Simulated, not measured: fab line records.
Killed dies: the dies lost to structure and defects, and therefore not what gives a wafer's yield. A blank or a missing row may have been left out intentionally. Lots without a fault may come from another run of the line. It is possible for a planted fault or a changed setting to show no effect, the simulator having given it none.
Struck lot and sound lot, side by side | flow n5 finfet | 21 out of 1938 route steps
Sound: these wafers, L987.4, L987.5, L987.6. Struck: wafer L991.4 (L991.2, L991.5, from the same lot, were not struck and are left out); the cause is given at the end.
For every step that has rows: the tool of each side, followed by ch and its chambers, followed by its first start. Under that, the readings that differ: sound wafers | struck wafers | difference of the means | sigmas: that difference in standard deviations of wafers without a fault.
alike: a reading whose means differ by less than 2 such deviations, as well as words and numbers matching on both sides. not compared: withheld readings; readings where some wafer has no value; bounds like >300 that might hide an equal value; numbers whose values overlap and for which the record gives no deviation.
A row with sigmas, a row that says differs or no value, or rows on one side alone: a step with any of these is where the two part. Numbers that don't overlap but have no deviation are shown without sigmas and don't part them. A reading that every wafer of one side lacks parts them only if that side has two wafers or more.

N5_PASSIVATION_PECVD_00: deposits SiO2 from SiH4/N2O, target thk 200 nm, time 11.2 s.
  sound on pecvd-02 ch 0,1,2, day 16 00:42; struck on pecvd-04 ch 0, day 16 05:49
  reading            | sound       | struck | difference | sigmas
  heater power w (W) | 635 559 631 | 786    | +178       | +2
  alike: heater power outer w, rf fwd power W, showerhead plenum p Torr, susceptor temp C, throttle valve pct
N5_MIM_BOT_DEGAS_01: time 60 s.
  sound on pvd sputter-03 at day 16 02:16; struck on pvd sputter-02 at day 16 06:36
  alike: heater power w, susceptor temp C
then, 1 step without rows for these wafers: N5_MIM_BOT_SPUTTER_00 (material TiN, target thk 35 nm, time 89.7 s).
N5_MIM_TOP_ALD_00: deposits Al2O3, purge time 3 s, co reactant pulse time 3 s.
  sound on ald hk-03 ch 0,1, day 16 02:24; struck on ald hk-02 ch 0, day 16 06:44
  reading                    | sound             | struck | difference | sigmas
  precursor pulse height rel | 1.022 0.962 0.966 | 1.041  | +0.058     | +3
N5_MIM_TOP_ALD_01: deposits HfO2, target thk 5.6 nm, pulse time 1 s, purge time 3 s.
  sound on ald hk-03 ch 0,1; struck on ald hk-02 ch 0
  alike: precursor pulse height rel
N5_MIM_TOP_ALD_02: deposits Al2O3, purge time 3 s, co reactant pulse time 3 s.
  sound on ald hk-03 ch 0,1; struck on ald hk-02 ch 0
  alike: precursor pulse height rel
then, 6 steps without rows for these wafers: N5_MIM_TOP_DEGAS_04 (time 60 s); N5_MIM_TOP_SPUTTER_03 (material TiN, target thk 35 nm, time 89.7 s); N5_MIM_TOP_LITHO_HMDS_01 (time 60 s); N5_MIM_TOP_LITHO_COAT_02; N5_MIM_TOP_LITHO_EBR_04; N5_MIM_TOP_LITHO_SOFTBAKE_03 (time 90 s).
N5_MIM_TOP_LITHO_EXPOSE_05: exposes mask MIM TOP, target cd 2000 nm.
  sound on krf scanner-01 ch 0, day 16 03:26; struck on krf scanner-02 ch 0, day 16 08:10
  alike: mask
then, 3 steps without rows for these wafers: N5_MIM_TOP_LITHO_PEB_06; N5_MIM_TOP_LITHO_DEVELOP_07 (develop time 60 s); N5_MIM_TOP_LITHO_HARDBAKE_09 (time 120 s).
N5_MIM_TOP_LITHO_CD_MEAS_08 targets a cd of 2000 nm.
  sound on cd sem-02 ch 0, day 16 03:36; struck on cd sem-01 ch 0, day 16 08:20
  reading    | sound                | struck | difference | sigmas
  cd nm (nm) | 1995.3 1998.0 1997.4 | 1970.3 | -26.6      | -13
N5_MIM_TOP_LITHO_OVL_MEAS_11:
  sound on overlay-01 ch 0, day 16 03:38; struck on overlay-02 ch 0, day 16 08:22
  alike: MIM_TOP_OVL
N5_MIM_TOP_LITHO_INSPECT_12: inspects for defects (macro).
  sound on defect inspect-02 at day 16 03:40; struck on defect inspect-02 at day 16 08:24
  alike: raw defect count
N5_MIM_TOP_LITHO_DESCUM_10: chemistry O2, time 7.9 s.
  sound on rie diel-06 ch 0,1,3, day 16 03:47; struck on rie diel-05 ch 2, day 16 08:31
  reading                        | sound          | struck | difference | sigmas
  model.MIM_TOP_LITHO.cd nm (nm) | 1995 1998 1998 | 1970   | -27        |
  alike: chamber pressure mTorr, drypump motor current A, oes product au, rf fwd power W, rf vpp V, showerhead plenum p Torr, throttle valve pct
  not compared: rf hours counter h
then, 1 step without rows for these wafers: N5_MIM_TOP_ETCH_ETCH_00 (etches TiN in Cl2/BCl3, target depth 38.5 nm).

WHERE THEY PART
First at N5_PASSIVATION_PECVD_00; last, within this record, at N5_MIM_TOP_LITHO_CD_MEAS_08. Later steps at which nothing parts them and some readings are alike: N5_MIM_TOP_LITHO_OVL_MEAS_11, N5_MIM_TOP_LITHO_INSPECT_12, N5_MIM_TOP_LITHO_DESCUM_10.

WHY: whatever the simulator had introduced
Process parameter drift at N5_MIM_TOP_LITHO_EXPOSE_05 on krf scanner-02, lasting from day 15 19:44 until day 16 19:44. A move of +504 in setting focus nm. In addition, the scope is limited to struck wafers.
